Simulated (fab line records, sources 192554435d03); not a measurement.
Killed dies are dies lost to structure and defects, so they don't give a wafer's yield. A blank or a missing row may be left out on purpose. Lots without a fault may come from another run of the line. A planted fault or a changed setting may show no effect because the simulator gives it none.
Split-lot experiment | flow n5_finfet | 7 lots, 21 wafers read, on a route of 1938 steps

THE SPLIT
At N5_HKMG_FIN_COAT_66 (time 60 s, resist thk 300 nm), the setting spin_rpm was moved away from the recipe's 1500 rpm on 5 of the 21 wafers read, by -7.9% to +10.2%. The other wafers ran this setting at the recipe's value.

The reading is taken at the split's own step.

THE READING
SOC_of_HKMG_FIN_COAT_66.thk_nm (the simulator's own value, which no gauge read), in nm, at N5_HKMG_FIN_COAT_66 (time 60 s, resist thk 300 nm). The file gives no usual value for it. The 16 wafers here that ran the recipe average 300.0 nm, standard deviation 0.62 nm.

wafer  | tool, chamber at the split | spin_rpm as run, rpm | against the recipe | SOC_of_HKMG_FIN_COAT_66.thk_nm, nm | against lot-mates on the recipe
L078.2 | litho_track-04, 0          | 1500                 | recipe             | 300.4                              | -
L078.3 | litho_track-04, 0          | 1500                 | recipe             | 299.6                              | -
L078.4 | litho_track-04, 0          | 1609                 | +7.3%              | 290.4                              | -9.6
L083.4 | litho_track-02, 0          | 1500                 | recipe             | 299.2                              | -
L083.5 | litho_track-02, 0          | 1500                 | recipe             | 300.4                              | -
L083.6 | litho_track-02, 0          | 1500                 | recipe             | 300.8                              | -
L085.2 | litho_track-01, 0          | 1500                 | recipe             | 299.4                              | -
L085.3 | litho_track-01, 0          | 1500                 | recipe             | 300.4                              | -
L085.5 | litho_track-01, 0          | 1381                 | -7.9%              | 313.4                              | +13.5
L088.1 | litho_track-02, 0          | 1500                 | recipe             | 300.4                              | -
L088.2 | litho_track-02, 0          | 1500                 | recipe             | 300.4                              | -
L088.3 | litho_track-02, 0          | 1500                 | recipe             | 301                                | -
L089.4 | litho_track-01, 0          | 1500                 | recipe             | 299.6                              | -
L089.5 | litho_track-01, 0          | 1500                 | recipe             | 299.6                              | -
L089.6 | litho_track-01, 0          | 1500                 | recipe             | 300.2                              | -
L092.2 | litho_track-01, 0          | 1500                 | recipe             | 299.8                              | -
L092.3 | litho_track-01, 0          | 1418                 | -5.5%              | 307.4                              | +8.2
L092.6 | litho_track-01, 0          | 1500                 | recipe             | 298.6                              | -
L095.2 | litho_track-02, 0          | 1653                 | +10.2%             | 285.4                              | -14.2
L095.3 | litho_track-02, 0          | 1500                 | recipe             | 299.6                              | -
L095.5 | litho_track-02, 0          | 1653                 | +10.2%             | 285.2                              | -14.4

THE FIT
A straight line over all 21 wafers: SOC_of_HKMG_FIN_COAT_66.thk_nm changes by -1.46 nm for each +1% of spin_rpm; r = -0.99; the points scatter about the line by 0.75 nm.
The same after taking each lot's own level away (the mean of its wafers on the recipe; 21 wafers): -1.46 nm for each +1%; r = -0.99; scatter 0.65 nm.
On that fit, the largest move of spin_rpm shifts the reading by 15 nm.
The lots' own levels span 299.20 to 300.60 nm, that is 2.3 times the standard deviation above.
So the lot-to-lot level changes the slope little: the two slopes agree.
Check: with one of the wafers moved furthest among these (+10.2%) left out of the fit, the line predicts -14.9 nm for it against its lot-mates. It came out at -14.2 nm against them.

OTHER SPLITS ON THESE WAFERS
These wafers also went through other splits before the reading. Each is held against what the fit with the lots' levels taken away leaves over:
other split on the same wafers | wafers away from the commonest value | r with SOC_of_HKMG_FIN_COAT_66.thk_nm (lot level and that fit taken away)
N5_SDB_COAT_03 spin_rpm        | 7                                    | +0.15
N5_SDB_COAT_04 time_s          | 8                                    | -0.07

THE FILE'S OWN FIT
SOC_of_HKMG_FIN_COAT_66.thk_nm changes by -1.47 nm for each +1% of spin_rpm, r = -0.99.
